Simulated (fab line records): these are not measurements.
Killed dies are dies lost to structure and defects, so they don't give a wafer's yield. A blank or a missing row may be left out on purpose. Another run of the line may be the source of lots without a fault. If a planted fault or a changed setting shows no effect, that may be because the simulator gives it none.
Lot-split experiment :: flow n5-finfet :: on a route of 1938 steps: 7 lots, 21 wafers read

## THE SPLIT ITSELF
At N5_BEOL_M1_ETCH_77 (etches underlayer in N2/H2, target depth 6.5 nm, time 5.2 s), the setting source-w was moved away from the recipe's 840 W on 7 of the 21 wafers read, by +4.6% to +10.5%. This setting was run at the recipe's value on the other wafers.

Reading taken at the split's own step.

## THE READING
rf-vpp-V, in V, at N5_BEOL_M1_ETCH_77 (etches underlayer in N2/H2, target depth 6.5 nm, time 5.2 s). A value of 524.3 V with a standard deviation of 2 V is what fault-free wafers of this fab line usually give.

wafer: L076.2
tool, chamber at the split: rie-diel-06, 1
source-w as run, W: 890.3
against the recipe: +6.0%
rf-vpp-V, V: 516.8
against lot-mates on the recipe: -6.4

wafer: L076.4
tool, chamber at the split: rie-diel-06, 1
source-w as run, W: 890.3
against the recipe: +6.0%
rf-vpp-V, V: 517.5
against lot-mates on the recipe: -5.7

wafer: L076.6
tool, chamber at the split: rie-diel-06, 0
source-w as run, W: 840
against the recipe: recipe
rf-vpp-V, V: 523.2
against lot-mates on the recipe: -

wafer: L078.1
tool, chamber at the split: rie-diel-04, 1
source-w as run, W: 840
against the recipe: recipe
rf-vpp-V, V: 527.2
against lot-mates on the recipe: -

wafer: L078.2
tool, chamber at the split: rie-diel-04, 2
source-w as run, W: 840
against the recipe: recipe
rf-vpp-V, V: 520.9
against lot-mates on the recipe: -

wafer: L078.6
tool, chamber at the split: rie-diel-04, 0
source-w as run, W: 840
against the recipe: recipe
rf-vpp-V, V: 524.9
against lot-mates on the recipe: -

wafer: L082.3
tool, chamber at the split: rie-diel-06, 1
source-w as run, W: 894.5
against the recipe: +6.5%
rf-vpp-V, V: 515.6
against lot-mates on the recipe: -7.4

wafer: L082.4
tool, chamber at the split: rie-diel-06, 0
source-w as run, W: 840
against the recipe: recipe
rf-vpp-V, V: 522.4
against lot-mates on the recipe: -

wafer: L082.5
tool, chamber at the split: rie-diel-06, 0
source-w as run, W: 840
against the recipe: recipe
rf-vpp-V, V: 523.5
against lot-mates on the recipe: -

wafer: L083.1
tool, chamber at the split: rie-diel-04, 0
source-w as run, W: 840
against the recipe: recipe
rf-vpp-V, V: 525.4
against lot-mates on the recipe: -

wafer: L083.2
tool, chamber at the split: rie-diel-04, 2
source-w as run, W: 840
against the recipe: recipe
rf-vpp-V, V: 522.1
against lot-mates on the recipe: -

wafer: L083.5
tool, chamber at the split: rie-diel-04, 3
source-w as run, W: 890.5
against the recipe: +6.0%
rf-vpp-V, V: 512.5
against lot-mates on the recipe: -11.2

wafer: L089.2
tool, chamber at the split: rie-diel-06, 2
source-w as run, W: 878.4
against the recipe: +4.6%
rf-vpp-V, V: 515.0
against lot-mates on the recipe: -8.8

wafer: L089.3
tool, chamber at the split: rie-diel-06, 1
source-w as run, W: 878.4
against the recipe: +4.6%
rf-vpp-V, V: 518.9
against lot-mates on the recipe: -4.9

wafer: L089.4
tool, chamber at the split: rie-diel-06, 3
source-w as run, W: 840
against the recipe: recipe
rf-vpp-V, V: 523.8
against lot-mates on the recipe: -

wafer: L092.1
tool, chamber at the split: rie-diel-06, 0
source-w as run, W: 840
against the recipe: recipe
rf-vpp-V, V: 525.2
against lot-mates on the recipe: -

wafer: L092.2
tool, chamber at the split: rie-diel-06, 3
source-w as run, W: 840
against the recipe: recipe
rf-vpp-V, V: 522.1
against lot-mates on the recipe: -

wafer: L092.4
tool, chamber at the split: rie-diel-06, 2
source-w as run, W: 840
against the recipe: recipe
rf-vpp-V, V: 523.4
against lot-mates on the recipe: -

wafer: L096.1
tool, chamber at the split: rie-diel-06, 1
source-w as run, W: 840
against the recipe: recipe
rf-vpp-V, V: 526.2
against lot-mates on the recipe: -

wafer: L096.2
tool, chamber at the split: rie-diel-06, 3
source-w as run, W: 927.9
against the recipe: +10.5%
rf-vpp-V, V: 506.4
against lot-mates on the recipe: -18.0

wafer: L096.3
tool, chamber at the split: rie-diel-06, 2
source-w as run, W: 840
against the recipe: recipe
rf-vpp-V, V: 522.6
against lot-mates on the recipe: -

THE FIT
A straight line over all 21 wafers: rf-vpp-V changes by -1.49 V for each +1% of source-w; r = -0.93; the points scatter about the line by 1.9 V.
The same after taking each lot's own level away (the mean of its wafers on the recipe; 21 wafers): -1.47 V for each +1%; r = -0.92; scatter 2 V.
Per that fit: largest source-w move, reading shift of 15 V.
Across the lots, their own levels run from 522.95 to 524.40 V, a range of 0.7 times the standard deviation given above.
Hence the lot-to-lot level has little effect on the slope; both slopes agree.
Check: for one of the wafers moved furthest among these (+10.5%), held out of the fit, the line's prediction against its lot-mates is -13.6 V. Against them it came out at -18 V.
Tool readings at the split's step, against how far the setting was moved: rf-vpp-V r = -0.93.

## ADDITIONAL SPLITS CARRIED BY THESE WAFERS
These wafers also went through other splits before the reading. Each is held against what the fit with the lots' levels taken away leaves over:
other split on the same wafers: N5_GATE_CUT_ETCH_37 bias-w
wafers away from the commonest value: 7
r with rf-vpp-V (lot level and that fit taken away): +0.35

other split on the same wafers: N5_MOL_CONTACT_COAG_ALD_27 ald-cycles
wafers away from the commonest value: 5
r with rf-vpp-V (lot level and that fit taken away): -0.09

other split on the same wafers: N5_MOL_CONTACT_COAG_EXPOSE_81 dose-mj
wafers away from the commonest value: 7
r with rf-vpp-V (lot level and that fit taken away): -0.30

other split on the same wafers: N5_MOL_CONTACT_COAG_ALD_131 ald-cycles
wafers away from the commonest value: 10
r with rf-vpp-V (lot level and that fit taken away): +0.28

other split on the same wafers: N5_BEOL_M0_SAQP_PECVD_96 time-s
wafers away from the commonest value: 3
r with rf-vpp-V (lot level and that fit taken away): +0.23

other split on the same wafers: N5_BEOL_M0_SAQP_PECVD_04 time-s
wafers away from the commonest value: 11
r with rf-vpp-V (lot level and that fit taken away): +0.06

other split on the same wafers: N5_BEOL_M0_ETCH_138 bias-w
wafers away from the commonest value: 5
r with rf-vpp-V (lot level and that fit taken away): +0.32

other split on the same wafers: N5_BEOL_M0_ETCH_109 bias-w
wafers away from the commonest value: 6
r with rf-vpp-V (lot level and that fit taken away): +0.26

## THE FILE'S OWN FIT
rf-vpp-V changes by -1.52 V for each +1% of source-w, r = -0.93.
